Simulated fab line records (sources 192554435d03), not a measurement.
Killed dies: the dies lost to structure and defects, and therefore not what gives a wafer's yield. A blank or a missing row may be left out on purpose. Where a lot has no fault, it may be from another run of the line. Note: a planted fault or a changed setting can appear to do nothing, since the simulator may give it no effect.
Which tool did it? -- flow n5Finfet -- Sampling: 21 lots, 63 wafers, 6 of 1938 route steps

## WHAT THE GAUGES READ, wafer by wafer
No reading from a measuring or inspecting step in the record can be judged against a usual standard deviation.

## TOOL THAT RAN EACH LOT (tool first, then ch and the chambers of the sampled wafers, then the start)
lot,N5_BEOL_M6_ETCH_66,N5_BEOL_M6_ETCH_41,N5_BEOL_M7_ILD_DEP_00,N5_BEOL_M7_PECVD_70,N5_BEOL_M7_STRIP_67,N5_BEOL_M7_DESCUM_33
L074,"rieDiel-06 ch 0,2,3, day 9 03:53","rieDiel-06 ch 0,2,3, day 9 07:03 or earlier","pecvd-04 ch 0,1, day 9 07:03","pecvd-01 ch 0,1,2, day 9 07:40","rieDiel-03 ch 0,1,3, day 9 09:38","rieDiel-04 ch 0,2,3, day 9 10:36"
L075,"rieDiel-06 ch 2,3, day 10 02:16","rieDiel-06 ch 2,3, day 10 07:25 or earlier","pecvd-04 ch 1,2, day 10 07:25","pecvd-02 ch 1,2, day 10 08:01","rieDiel-04 ch 0,1,2, day 10 08:59","rieDiel-01 ch 2,3, day 10 10:05"
L076,"rieDiel-05 ch 0,1,3, day 10 06:02","rieDiel-05 ch 0,1,3, day 10 10:04 or earlier","pecvd-02 ch 0,1,2, day 10 10:04","pecvd-04 ch 0,1,2, day 10 10:40","rieDiel-03 ch 0,1, day 10 12:34","rieDiel-04 ch 0,1, day 10 13:20"
L077,"rieDiel-05 ch 1,2,3, day 10 11:06","rieDiel-05 ch 1,2,3, day 10 14:01 or earlier","pecvd-01 ch 1,2, day 10 14:01","pecvd-02 ch 0,2, day 10 14:44","rieDiel-04 ch 1,2, day 10 15:43","rieDiel-03 ch 1,2,3, day 10 17:03"
L079,"rieDiel-02 ch 1,2,3, day 10 11:20","rieDiel-02 ch 1,2,3, day 10 14:50 or earlier","pecvd-04 ch 0,1, day 10 14:50","pecvd-04 ch 0,1, day 10 15:28","rieDiel-01 ch 1,2, day 10 18:45","rieDiel-03 ch 0,1,2, day 10 19:53"
L078,"rieDiel-05 ch 0,1,2, day 10 13:35","rieDiel-05 ch 0,1,2, day 10 16:58 or earlier","pecvd-01 ch 0,1,2, day 10 16:58","pecvd-01 ch 0,2, day 10 17:36","rieDiel-04 ch 0,1,3, day 10 19:19","rieDiel-01 ch 1,2, day 10 21:29"
L080,"rieDiel-06 ch 0,1,2, day 10 17:13","rieDiel-06 ch 0,1,2, day 10 21:19 or earlier","pecvd-02 ch 0,2, day 10 21:19","pecvd-01 ch 0,2, day 10 21:57","rieDiel-04 ch 1,2,3, day 10 23:49","rieDiel-03 ch 0,1, day 11 00:41"
L082,"rieDiel-06 ch 0,1, day 11 20:48","rieDiel-06 ch 0,1, day 12 01:32 or earlier","pecvd-04 ch 0,2, day 12 01:32","pecvd-02 ch 0, day 12 02:08","rieDiel-04 ch 0,2, day 12 03:55","rieDiel-04 ch 0,3, day 12 05:34"
L084,"rieDiel-06 ch 1,2,3, day 12 05:41","rieDiel-06 ch 1,2,3, day 12 08:51 or earlier","pecvd-02 ch 1,2, day 12 08:51","pecvd-04 ch 0,2, day 12 09:28","rieDiel-04 ch 0,3, day 12 12:25","rieDiel-04 ch 2,3, day 12 13:13"
L086,"rieDiel-06 ch 0,2,3, day 12 10:55","rieDiel-06 ch 0,2,3, day 12 13:53 or earlier","pecvd-01 ch 0,1,2, day 12 13:53","pecvd-04 ch 0,1,2, day 12 14:37","rieDiel-04 ch 0,1,3, day 12 15:29","rieDiel-01 ch 0,1,2, day 12 19:02"
L087,"rieDiel-06 ch 0,1,2, day 12 17:41","rieDiel-06 ch 0,1,2, day 12 21:18 or earlier","pecvd-02 ch 0,2, day 12 21:18","pecvd-01 ch 1,2, day 12 21:55","rieDiel-04 ch 0,1,2, day 13 00:08","rieDiel-04 ch 0,1,2, day 13 01:22"
L085,"rieDiel-05 ch 1,2,3, day 12 17:55","rieDiel-05 ch 1,2,3, day 12 22:07 or earlier","pecvd-01 ch 0,1, day 12 22:07","pecvd-02 ch 0,2, day 12 22:44","rieDiel-04 ch 0,3, day 13 00:24","rieDiel-01 ch 0,1,2, day 13 01:39"
L088,"rieDiel-05 ch 1,3, day 12 21:59","rieDiel-05 ch 1,3, day 13 00:32 or earlier","pecvd-04 ch 0,1,2, day 13 00:32","pecvd-02 ch 0,1, day 13 01:10","rieDiel-01 ch 1,2, day 13 02:32","rieDiel-01 ch 1,2,3, day 13 04:02"
L090,"rieDiel-02 ch 0,3, day 13 17:15","rieDiel-02 ch 0,3, day 13 20:14 or earlier","pecvd-01 ch 0,1, day 13 20:14","pecvd-01 ch 1,2, day 13 20:50","rieDiel-01 ch 1,2,3, day 13 23:29","rieDiel-01 ch 0,1,3, day 14 01:19"
L091,"rieDiel-06 ch 0,1,3, day 13 18:37","rieDiel-06 ch 0,1,3, day 14 00:09 or earlier","pecvd-02 ch 0,1,2, day 14 00:09","pecvd-01 ch 0,2, day 14 00:46","rieDiel-01 ch 0,2,3, day 14 03:01","rieDiel-01 ch 0,1,3, day 14 05:30"
L089,"rieDiel-05 ch 0,2, day 13 21:49","rieDiel-05 ch 0,2, day 14 00:58 or earlier","pecvd-02 ch 0,1,2, day 14 00:58","pecvd-02 ch 0,1, day 14 01:35","rieDiel-04 ch 1,3, day 14 03:11","rieDiel-03 ch 1,2,3, day 14 06:08"
L093,"rieDiel-02 ch 1,2,3, day 14 05:41","rieDiel-02 ch 1,2,3, day 14 09:29 or earlier","pecvd-02 ch 0,1,2, day 14 09:29","pecvd-02 ch 1,2, day 14 10:35","rieDiel-03 ch 0,2,3, day 14 11:55","rieDiel-03 ch 0,1, day 14 20:24"
L096,"rieDiel-05 ch 0,2, day 14 21:16","rieDiel-05 ch 0,2, day 15 01:11 or earlier","pecvd-01 ch 0,2, day 15 01:11","pecvd-04 ch 1,2, day 15 01:48","rieDiel-03 ch 0,1,3, day 15 04:12","rieDiel-03 ch 0,1, day 15 05:16"
L094,"rieDiel-02 ch 0,3, day 14 23:05","rieDiel-02 ch 0,3, day 15 01:51 or earlier","pecvd-02 ch 0,1,2, day 15 01:51","pecvd-04 ch 0,1,2, day 15 02:57","rieDiel-04 ch 0,2, day 15 04:32","rieDiel-04 ch 0,1,2, day 15 05:19"
L095,"rieDiel-02 ch 0,3, day 15 00:14","rieDiel-02 ch 0,3, day 15 04:39 or earlier","pecvd-01 ch 0,1, day 15 04:39","pecvd-01 ch 0,1,2, day 15 05:16","rieDiel-04 ch 0,1,2, day 15 06:59","rieDiel-04 ch 0,1,3, day 15 09:29"
L097,"rieDiel-06 ch 2,3, day 16 01:06","rieDiel-06 ch 2,3, day 16 05:08 or earlier","pecvd-02 ch 1,2, day 16 05:08","pecvd-04 ch 0,1,2, day 16 05:44","rieDiel-04 ch 0,1,2, day 16 07:35","rieDiel-04 ch 0,2,3, day 16 08:50"
- N5_BEOL_M6_ETCH_66: etches SOC in N2/H2, target depth 80 nm, overetch 16 nm, time 120 s.
- N5_BEOL_M6_ETCH_41: etches SiCN in CH3F/O2, target depth 29.7 nm, time 52 s.
- N5_BEOL_M7_ILD_DEP_00: deposits SiCOH lowk from DEMS/porogen, target thk 179.75 nm, time 33.4 s.
- N5_BEOL_M7_PECVD_70: deposits SiO2 from TEOS/O2, target thk 20 nm, time 22.7 s.
- N5_BEOL_M7_STRIP_67: strips in CF4.
- N5_BEOL_M7_DESCUM_33: chemistry O2, time 7 s.

## AS READ BY THE TOOLS THEMSELVES (means over the sampled wafers that have a number; for cases with no such wafer, the mark the record gives instead)
N5_BEOL_M6_ETCH_66.
lot,tool,drypumpMotorCurrentA (A),oesProductAu (a.u.),rfVppV (V),showerheadPlenumPTorr (Torr),throttleValvePct (%)
L074,rieDiel-06,5.2,0.66,525.3,2.57,17.63
L075,rieDiel-06,5.0,0.68,523.2,2.52,17.43
L076,rieDiel-05,5.6,0.55,523.3,2.52,17.67
L077,rieDiel-05,5.5,0.57,524.3,2.53,17.66
L079,rieDiel-02,5.4,0.61,525.5,2.60,18.13
L078,rieDiel-05,5.7,0.59,521.9,2.47,17.57
L080,rieDiel-06,5.7,0.62,525.3,2.60,17.71
L082,rieDiel-06,5.7,0.57,525.6,2.61,17.88
L084,rieDiel-06,5.6,0.65,524.2,2.54,17.52
L086,rieDiel-06,5.2,0.63,525.1,2.55,17.68
L087,rieDiel-06,5.8,0.61,526.2,2.59,17.75
L085,rieDiel-05,5.5,0.63,523.2,2.52,17.54
L088,rieDiel-05,5.4,0.66,524.7,2.57,17.49
L090,rieDiel-02,5.9,0.72,524.8,2.59,17.90
L091,rieDiel-06,5.5,0.59,523.9,2.55,17.69
L089,rieDiel-05,6.0,0.60,520.8,2.43,17.56
L093,rieDiel-02,5.4,0.57,525.2,2.58,18.20
L096,rieDiel-05,6.2,0.58,520.9,2.42,17.58
L094,rieDiel-02,5.9,0.69,525.7,2.59,17.92
L095,rieDiel-02,5.6,0.67,525.0,2.59,17.90
L097,rieDiel-06,5.0,0.63,522.7,2.50,17.51

N5_BEOL_M6_ETCH_41.
lot,tool,drypumpMotorCurrentA (A),oesProductAu (a.u.),rfVppV (V),showerheadPlenumPTorr (Torr),throttleValvePct (%)
L074,rieDiel-06,5.2,0.85,297.6,2.02,16.16
L075,rieDiel-06,5.0,0.89,297.0,1.97,15.90
L076,rieDiel-05,5.6,0.71,297.7,1.99,16.33
L077,rieDiel-05,5.5,0.73,297.3,2.00,16.28
L079,rieDiel-02,5.4,0.79,298.7,2.04,16.50
L078,rieDiel-05,5.7,0.75,296.8,1.96,16.26
L080,rieDiel-06,5.7,0.82,297.8,2.04,16.21
L082,rieDiel-06,5.7,0.74,298.1,2.05,16.38
L084,rieDiel-06,5.6,0.83,298.2,1.99,15.97
L086,rieDiel-06,5.2,0.81,298.0,2.01,16.21
L087,rieDiel-06,5.7,0.79,297.1,2.03,16.24
L085,rieDiel-05,5.5,0.81,297.4,2.00,16.15
L088,rieDiel-05,5.4,0.86,297.4,2.03,16.07
L090,rieDiel-02,5.9,0.92,299.2,2.04,16.42
L091,rieDiel-06,5.5,0.78,297.5,2.00,16.15
L089,rieDiel-05,6.0,0.77,295.8,1.93,16.25
L093,rieDiel-02,5.4,0.75,297.9,2.03,16.57
L096,rieDiel-05,6.2,0.75,295.6,1.92,16.33
L094,rieDiel-02,5.9,0.89,298.6,2.04,16.44
L095,rieDiel-02,5.6,0.87,297.7,2.04,16.45
L097,rieDiel-06,5.0,0.82,296.4,1.96,15.99

N5_BEOL_M7_ILD_DEP_00.
lot,tool,heaterPowerW (W),showerheadPlenumPTorr (Torr),throttleValvePct (%)
L074,pecvd-04,262,5.740,14.9
L075,pecvd-04,241,5.749,13.9
L076,pecvd-02,344,5.753,13.8
L077,pecvd-01,263,5.728,14.7
L079,pecvd-04,317,5.745,15.1
L078,pecvd-01,278,5.733,14.3
L080,pecvd-02,324,5.755,13.7
L082,pecvd-04,334,5.739,14.3
L084,pecvd-02,342,5.756,13.8
L086,pecvd-01,301,5.717,14.4
L087,pecvd-02,283,5.766,13.5
L085,pecvd-01,269,5.739,14.4
L088,pecvd-04,270,5.743,14.5
L090,pecvd-01,260,5.732,14.8
L091,pecvd-02,354,5.758,13.8
L089,pecvd-02,349,5.757,13.6
L093,pecvd-02,352,5.757,13.6
L096,pecvd-01,323,5.715,13.7
L094,pecvd-02,333,5.768,13.7
L095,pecvd-01,254,5.739,14.8
L097,pecvd-02,387,5.753,13.9

N5_BEOL_M7_PECVD_70.
lot,tool,heaterPowerW (W),showerheadPlenumPTorr (Torr),throttleValvePct (%)
L074,pecvd-01,675,8.72,23.0
L075,pecvd-02,778,8.89,22.2
L076,pecvd-04,632,8.79,23.2
L077,pecvd-02,676,8.89,21.9
L079,pecvd-04,685,8.79,24.0
L078,pecvd-01,710,8.67,22.0
L080,pecvd-01,736,8.68,22.2
L082,pecvd-02,762,8.81,21.7
L084,pecvd-04,658,8.80,22.3
L086,pecvd-04,639,8.80,23.3
L087,pecvd-01,673,8.71,22.7
L085,pecvd-02,714,8.85,21.9
L088,pecvd-02,747,8.84,21.9
L090,pecvd-01,655,8.67,23.0
L091,pecvd-01,704,8.67,22.2
L089,pecvd-02,701,8.82,21.8
L093,pecvd-02,735,8.86,22.3
L096,pecvd-04,605,8.81,23.5
L094,pecvd-04,629,8.79,23.2
L095,pecvd-01,687,8.71,23.0
L097,pecvd-04,598,8.80,23.4

N5_BEOL_M7_STRIP_67.
lot,tool,drypumpMotorCurrentA (A),oesProductAu (a.u.),powerW (W),rfVppV (V),showerheadPlenumPTorr (Torr),throttleValvePct (%)
L074,rieDiel-03,5.6,0.82,300.7,272.3,1.82,13.60
L075,rieDiel-04,5.2,0.80,299.5,271.3,1.76,13.57
L076,rieDiel-03,5.4,0.78,300.2,272.2,1.83,13.74
L077,rieDiel-04,5.0,0.73,300.5,269.5,1.72,13.58
L079,rieDiel-01,5.3,0.84,299.2,269.9,1.74,13.49
L078,rieDiel-04,5.8,0.81,299.5,272.1,1.79,13.62
L080,rieDiel-04,5.6,0.73,299.6,270.2,1.75,13.66
L082,rieDiel-04,5.1,0.82,300.8,270.7,1.76,13.53
L084,rieDiel-04,6.1,0.78,299.7,271.0,1.78,13.65
L086,rieDiel-04,5.8,0.78,300.0,270.5,1.79,13.66
L087,rieDiel-04,5.2,0.77,300.0,270.4,1.76,13.63
L085,rieDiel-04,5.7,0.81,300.0,272.2,1.79,13.60
L088,rieDiel-01,5.2,0.76,299.3,270.0,1.71,13.74
L090,rieDiel-01,5.4,0.80,299.3,271.5,1.76,13.54
L091,rieDiel-01,5.5,0.86,299.4,271.0,1.83,13.40
L089,rieDiel-04,5.9,0.74,299.3,270.7,1.78,13.77
L093,rieDiel-03,5.4,0.82,299.5,270.8,1.82,13.56
L096,rieDiel-03,5.6,0.79,299.5,272.2,1.81,13.67
L094,rieDiel-04,5.1,0.89,299.2,271.4,1.83,13.38
L095,rieDiel-04,5.2,0.85,299.8,272.4,1.82,13.46
L097,rieDiel-04,5.2,0.84,299.8,272.6,1.82,13.47

N5_BEOL_M7_DESCUM_33.
lot,tool,drypumpMotorCurrentA (A),oesProductAu (a.u.),rfVppV (V),showerheadPlenumPTorr (Torr),throttleValvePct (%)
L074,rieDiel-04,5.5,0.79,242.2,2.05,20.40
L075,rieDiel-01,5.5,0.90,243.3,2.09,20.22
L076,rieDiel-04,5.4,0.85,243.5,2.10,20.37
L077,rieDiel-03,5.6,0.77,243.4,2.07,20.53
L079,rieDiel-03,5.2,0.81,243.8,2.13,20.45
L078,rieDiel-01,5.4,0.83,241.5,2.02,20.45
L080,rieDiel-03,5.2,0.84,242.9,2.17,20.40
L082,rieDiel-04,5.7,0.82,243.2,2.08,20.39
L084,rieDiel-04,5.3,0.70,241.9,2.00,20.48
L086,rieDiel-01,5.3,0.82,242.0,2.08,20.53
L087,rieDiel-04,5.2,0.76,242.7,2.05,20.45
L085,rieDiel-01,5.3,0.82,242.4,2.08,20.53
L088,rieDiel-01,5.4,0.82,242.4,2.05,20.42
L090,rieDiel-01,5.3,0.83,242.5,2.11,20.48
L091,rieDiel-01,5.3,0.82,244.0,2.11,20.49
L089,rieDiel-03,5.6,0.76,242.4,2.07,20.55
L093,rieDiel-03,5.2,0.82,244.2,2.16,20.42
L096,rieDiel-03,5.4,0.76,243.5,2.12,20.62
L094,rieDiel-04,5.2,0.86,244.1,2.13,20.32
L095,rieDiel-04,5.8,0.77,242.8,2.07,20.51
L097,rieDiel-04,5.5,0.84,243.2,2.12,20.31

## THE ANSWER, worked out from the rows above alone
Rule: usual is defined by the lots themselves. Put in order of their means at a reading, lots are off if they are a third of the lots or fewer, leave a main group of 4 or more, and stand apart from it by a gap of 3 or more times the standard deviation of the main group's means; of several such gaps the widest counts. The tables above print the reading to a certain number of digits; a main group whose means all agree to those digits is not used. A lot without any number at a reading at which 4 lots or more have one is off too. All remaining lots with rows at the step are treated as sound. After the gauges, taken in route order, come the tools' own readings; for these a lot's mean is taken, as printed above. At the first step where some lot is off, the reading lying furthest off is the one used; lots without a number count as furthest.
No lot is off at any reading shown: from this, nothing can be told.

## WHAT WAS PUT IN BY THE SIMULATOR
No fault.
